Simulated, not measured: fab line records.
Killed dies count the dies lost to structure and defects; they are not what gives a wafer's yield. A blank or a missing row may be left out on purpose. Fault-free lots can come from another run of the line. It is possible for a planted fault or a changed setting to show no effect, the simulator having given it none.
Struck lot and sound lot, side by side | flow nand harc | 15 out of 1159 route steps
Sound: wafers L611.2, L611.5, L611.6. The struck wafers were L601.2, L601.3, L601.6. The cause comes at the end.
Per side, at each step with rows, come the tool, then ch with its chambers, and then its first start. Under that, the readings that differ: sound wafers | struck wafers | difference of the means | sigmas: that difference in standard deviations of wafers without a fault.
alike: words and numbers the same on both sides, and readings whose means are apart by under 2 such deviations; not compared: readings that were withheld, readings missing a value for some wafer, numbers with overlapping values and no deviation given by the record, and bounds like >300 which may hide the same value.
A row with sigmas, a row that says differs or no value, or rows on one side alone: a step with any of these is where the two part. Numbers that have no deviation but don't overlap get no sigmas and don't part them. Lack of a reading on every wafer of one side parts them only where that side has two or more wafers.

first, 1 step without rows for these wafers: NHARC_A_ONON_D1_DEP_09 (target thk 1000 nm).
NHARC_A_ONON_D1_THK_MEAS_11: measures by ellipsometry.
  sound: film metro-01 at day 12 05:27; struck: film metro-02 at day 9 13:47
  alike: thk nm
then, no rows for these wafers at 1 step: NHARC_A_ONON_D1_DEP_12 (target thk 1000 nm).
NHARC_A_ONON_D1_THK_MEAS_14: measures by ellipsometry.
  sound: film metro-01 at day 12 06:03; struck: film metro-01 at day 9 14:20
  alike: thk nm
then, 2 steps without rows for these wafers: NHARC_A_ONON_D1_ANNEAL_15 (time 3600 s); NHARC_A_ONON_D1_DEP_16 (target thk 1000 nm).
NHARC_A_ONON_D1_THK_MEAS_18: measures by ellipsometry.
  sound: film metro-01 at day 12 13:05; struck: film metro-01 at day 9 22:36
  alike: thk nm
then, no rows for these wafers at 1 step: NHARC_A_ONON_D1_DEP_19 (target thk 1000 nm).
NHARC_A_ONON_D1_THK_MEAS_21: measures by ellipsometry.
  sound: film metro-02 at day 12 13:40; struck: film metro-01 at day 9 23:10
  reading     | sound          | struck      | difference | sigmas
  thk nm (nm) | 1005 1002 1003 | 984 984 985 | -19        | -2
then, no rows for these wafers at 1 step: NHARC_A_ONON_D1_DEP_22 (target thk 1000 nm).
NHARC_A_ONON_D1_THK_MEAS_24: measures by ellipsometry.
  sound: film metro-02 at day 12 14:14; struck: film metro-02 at day 9 23:44
  alike: thk nm
NHARC_A_ONON_D1_DEP_25: target thk 1000 nm.
  sound on pecvd onon-03 ch 0, day 12 14:20; struck on pecvd onon-04 ch 0, day 9 23:50
NHARC_A_ONON_D1_THK_MEAS_27: measures by ellipsometry.
  sound: film metro-01 at day 12 14:47; struck: film metro-01 at day 10 00:17
  reading     | sound       | struck         | difference | sigmas
  thk nm (nm) | 992 991 991 | 1442 1444 1444 | +452       | +41
then, no rows for these wafers at 1 step: NHARC_A_ONON_D1_DEP_28 (target thk 1000 nm).
-- jump in the record: it breaks off in module A_ONON_D1 and resumes in module END (first step shown: number 1159 of the route), and 11 days separate the struck wafers' starts before and after --
NHARC_END_SORT_01:
  the record has rows for the struck wafers here (prober-01 ch 0, day 21 07:58) and none for the sound ones

== WHERE THEY PART ==
Last at NHARC_END_SORT_01 as far as this record goes, first at NHARC_A_ONON_D1_THK_MEAS_21.

WHY: the cause the simulator had injected
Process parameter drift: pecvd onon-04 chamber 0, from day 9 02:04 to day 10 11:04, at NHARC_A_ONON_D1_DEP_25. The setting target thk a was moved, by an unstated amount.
